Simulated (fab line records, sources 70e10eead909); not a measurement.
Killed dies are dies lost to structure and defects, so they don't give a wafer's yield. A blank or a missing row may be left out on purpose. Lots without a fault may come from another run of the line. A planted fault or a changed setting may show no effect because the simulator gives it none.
Chamber matching | flow nand_harc | NHARC_P_M1_PRE_CLEAN_32 on pecvd-01: 3 sister chambers
The step time 12 s. 6 wafers are shown with their chamber, then 8 later ones without.

WAFERS WITH THEIR CHAMBER
wafer  | chamber | heater_power_w (W) | heater_power_outer_w (W)
L078.5 | 2       | 700                | 403
L079.5 | 1       | 685                | 409
L079.6 | 2       | 733                | 450
L081.4 | 1       | 687                | 399
L081.6 | 0       | 588                | 331
L086.4 | 0       | 653                | 383

WAFERS WITHOUT THEIR CHAMBER
wafer  | heater_power_w (W) | heater_power_outer_w (W)
L086.5 | 705                | 418
L086.6 | 680                | 399
L095.1 | 669                | 394
L095.4 | 655                | 393
L095.5 | 622                | 356
L096.2 | 652                | 372
L096.4 | 671                | 372
L096.5 | 663                | 388

WHICH CHAMBER EACH WENT THROUGH
wafer  | from the rows above          | in truth
L086.5 | can't be placed: 2 or 1      | 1
L086.6 | can't be placed: 1 or 2      | 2
L095.1 | can't be placed: 1 or 2 or 0 | 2
L095.4 | can't be placed: 1 or 0 or 2 | 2
L095.5 | 0                            | 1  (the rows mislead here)
L096.2 | can't be placed: 0 or 1 or 2 | 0
L096.4 | can't be placed: 1 or 0 or 2 | 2
L096.5 | can't be placed: 1 or 0 or 2 | 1
Placed correctly: 0 of 8. Can't be placed from these rows: 7 (the true chamber is among the candidates in 7). Placed wrongly: 1.
How it was worked out, from the rows above alone: a wafer's distance from a chamber is the root of the sum, over the readings, of the square of ((its reading less the chamber's mean) divided by the reading's scatter). The wafer belongs to the nearest chamber; if the next one is less than 2 further off, it can't be placed. A chamber's mean is the mean of its shown wafers. The scatter: the root of (the sum of the squares of (reading less its chamber's mean) over the shown wafers, divided by (wafers less chambers)).
